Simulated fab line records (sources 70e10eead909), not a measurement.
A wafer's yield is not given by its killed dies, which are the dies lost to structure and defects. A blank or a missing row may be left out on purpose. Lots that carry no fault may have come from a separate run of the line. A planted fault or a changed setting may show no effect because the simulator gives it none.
A struck lot beside a sound one	flow nand harc	14 steps out of a route of 1159
Sound: wafers L781.2, L781.3, L781.5. Wafers struck: L768.1, L768.5, L768.6. The cause is named last.
Per side, at each step with rows, come the tool, then ch with its chambers, and then its first start. Under that, the readings that differ: sound wafers	struck wafers	difference of the means	sigmas: that difference in standard deviations of wafers without a fault.
alike: readings with means less than 2 such deviations apart, plus words and numbers identical on both sides. not compared: withheld readings, readings lacking a value on some wafer, bounds such as >300 that could conceal the same value, and numbers that have no deviation in the record and whose values overlap.
A row with sigmas, a row that says differs or no value, or rows on one side alone: a step with any of these is where the two part. Non-overlapping numbers with no deviation appear without sigmas and do not part them. Lack of a reading on every wafer of one side parts them only where that side has two or more wafers.

NHARC_A_STAIRCASE_DEP_156: deposits SiNx, target thk 50 nm.
  sound on pecvd-01 ch 1,2, day 15 02:40; struck on pecvd-03 ch 0,2, day 12 16:29
reading	sound	struck	difference	sigmas
showerhead vpp V (V)	1324 1225 1216	1380 1399 1393	+136	+3
  alike: heater power w
then, 9 steps without rows for these wafers: NHARC_A_STAIRCASE_DEHYDRATE_158 (time 120 s); NHARC_A_STAIRCASE_HMDS_159 (time 30 s); NHARC_A_STAIRCASE_COAT_160; NHARC_A_STAIRCASE_SOFTBAKE_161 (time 170 s); NHARC_A_STAIRCASE_EBR_162; NHARC_A_STAIRCASE_EXPOSE_163 (exposes mask STAIR OPEN); NHARC_A_STAIRCASE_PEB_164 (peb time 130 s); NHARC_A_STAIRCASE_DEVELOP_165 (time 140 s); NHARC_A_STAIRCASE_HARDBAKE_167 (time 140 s).
NHARC_A_STAIRCASE_DESCUM_168: chemistry O2, time 3 s.
  sound on rie diel-05 ch 0,1, day 15 03:42; struck on rie diel-04 ch 0,1, day 12 17:29
  alike: drypump motor current A, oes product au, rf vpp V, showerhead plenum p Torr, throttle valve pct
  not compared: rf hours counter h
NHARC_A_STAIRCASE_ETCH_169: etches the open film in CH3F/O2, target depth 50 nm, time 107.1 s.
  sound on rie diel-05 ch 1,2,3, day 15 03:47; struck on rie diel-04 ch 0,1,3, day 12 17:35
  no value came back on the struck wafers for any of 7 readings (bias w (W), ch3f flow sccm (sccm) and others); on the sound wafers bias w (W) reads 99.59 99.94 99.72
  not compared: rf hours counter h
NHARC_A_STAIRCASE_ETCH_170: etches the open film in C4F6/O2, target depth 200 nm, time 66.667 s.
  sound on rie diel-05 ch 0,1,3; struck on rie diel-04 ch 1,2,3, day 12 17:41
reading	sound	struck	difference	sigmas
oes product au (a.u.)	0.954 0.946 0.932	0.983 0.980 0.981	+0.037	+2
  alike: bias w, c4f6 flow sccm, drypump motor current A, rf vpp V, showerhead plenum p Torr, throttle valve pct
  not compared: rf hours counter h
-- jump in the record: it breaks off in module A_STAIRCASE and resumes in module END (first step shown: number 1159 of the route), and 9 days separate the struck wafers' starts before and after --
NHARC_END_SORT_01:
  only the struck wafers appear in the record here, on prober-02 ch 0 at day 21 08:35; the sound ones have no rows

WHERE THEY PART
At NHARC_A_STAIRCASE_DEP_156 first; at NHARC_END_SORT_01 last (within this record only).

WHY: what had been put in by the simulator
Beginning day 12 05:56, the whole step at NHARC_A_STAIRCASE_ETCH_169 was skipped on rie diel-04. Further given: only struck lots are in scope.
